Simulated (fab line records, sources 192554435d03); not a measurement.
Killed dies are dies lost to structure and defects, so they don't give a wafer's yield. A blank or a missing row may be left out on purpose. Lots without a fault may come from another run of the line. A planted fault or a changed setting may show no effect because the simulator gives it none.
Split-lot experiment | flow n5_finfet | 7 lots, 21 wafers read, on a route of 1938 steps

THE SPLIT
At N5_BEOL_M0_SAQP_COAT_08 (resist thk 90 nm), the setting spin_rpm was moved away from the recipe's 1500 rpm on 8 of the 21 wafers read, by -8.9% to +9.3%. The other wafers ran this setting at the recipe's value.

The reading is taken at the split's own step.

THE READING
CAR-ArF_of_BEOL_M0_SAQP_COAT_08.thk_nm (the simulator's own value, which no gauge read), in nm, at N5_BEOL_M0_SAQP_COAT_08 (resist thk 90 nm). The file gives no usual value for it. The 13 wafers here that ran the recipe average 90.0 nm, standard deviation 0.3 nm.

wafer  | tool, chamber at the split | spin_rpm as run, rpm | against the recipe | CAR-ArF_of_BEOL_M0_SAQP_COAT_08.thk_nm, nm | against lot-mates on the recipe
L078.1 | litho_track-02, 0          | 1500                 | recipe             | 90                                         | -
L078.6 | litho_track-02, 0          | 1500                 | recipe             | 90                                         | -
L078.5 | litho_track-02, 0          | 1500                 | recipe             | 90.2                                       | -
L084.4 | litho_track-05, 0          | 1627                 | +8.5%              | 86                                         | -3.7
L084.5 | litho_track-05, 0          | 1500                 | recipe             | 90                                         | -
L084.6 | litho_track-05, 0          | 1500                 | recipe             | 89.4                                       | -
L085.4 | litho_track-05, 0          | 1639                 | +9.3%              | 86                                         | -3.8
L085.5 | litho_track-05, 0          | 1500                 | recipe             | 89.8                                       | -
L085.6 | litho_track-05, 0          | 1639                 | +9.3%              | 85.6                                       | -4.2
L087.3 | litho_track-05, 0          | 1500                 | recipe             | 90.2                                       | -
L087.5 | litho_track-05, 0          | 1500                 | recipe             | 90.4                                       | -
L087.6 | litho_track-05, 0          | 1500                 | recipe             | 90                                         | -
L089.1 | litho_track-04, 0          | 1500                 | recipe             | 89.6                                       | -
L089.2 | litho_track-04, 0          | 1367                 | -8.9%              | 94                                         | +4.4
L089.4 | litho_track-04, 0          | 1367                 | -8.9%              | 94                                         | +4.4
L094.1 | litho_track-05, 0          | 1500                 | recipe             | 89.6                                       | -
L094.4 | litho_track-05, 0          | 1640                 | +9.3%              | 86                                         | -3.6
L094.5 | litho_track-05, 0          | 1640                 | +9.3%              | 85.8                                       | -3.8
L097.1 | litho_track-02, 0          | 1500                 | recipe             | 90.4                                       | -
L097.2 | litho_track-02, 0          | 1599                 | +6.6%              | 87.6                                       | -2.7
L097.6 | litho_track-02, 0          | 1500                 | recipe             | 90.2                                       | -

THE FIT
A straight line over all 21 wafers: CAR-ArF_of_BEOL_M0_SAQP_COAT_08.thk_nm changes by -0.445 nm for each +1% of spin_rpm; r = -0.99; the points scatter about the line by 0.29 nm.
The same after taking each lot's own level away (the mean of its wafers on the recipe; 21 wafers): -0.443 nm for each +1%; r = -1.00; scatter 0.24 nm.
On that fit, the largest move of spin_rpm shifts the reading by 4.1 nm.
The lots' own levels span 89.60 to 90.30 nm, that is 2.3 times the standard deviation above.
So the lot-to-lot level changes the slope little: the two slopes agree.
Check: with one of the wafers moved furthest among these (+9.3%) left out of the fit, the line predicts -4.1 nm for it against its lot-mates. It came out at -3.6 nm against them.

OTHER SPLITS ON THESE WAFERS
These wafers also went through other splits before the reading. Each is held against what the fit with the lots' levels taken away leaves over:
other split on the same wafers        | wafers away from the commonest value | r with CAR-ArF_of_BEOL_M0_SAQP_COAT_08.thk_nm (lot level and that fit taken away)
N5_GATE_CUT_EXPOSE_10 dose_mj         | 8                                    | -0.06
N5_GATE_CUT_ETCH_36 cf4_flow_sccm     | 7                                    | -0.16
N5_MOL_CONTACT_COAG_COAT_58 spin_rpm  | 8                                    | -0.02
N5_MOL_CONTACT_COAG_EXPOSE_05 dose_mj | 3                                    | -0.01
N5_MOL_CONTACT_COAG_EXPOSE_81 dose_mj | 7                                    | -0.17
N5_MOL_CONTACT_COAG_ETCH_91 time_s    | 10                                   | +0.05

THE FILE'S OWN FIT
CAR-ArF_of_BEOL_M0_SAQP_COAT_08.thk_nm changes by -0.435 nm for each +1% of spin_rpm, r = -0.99.
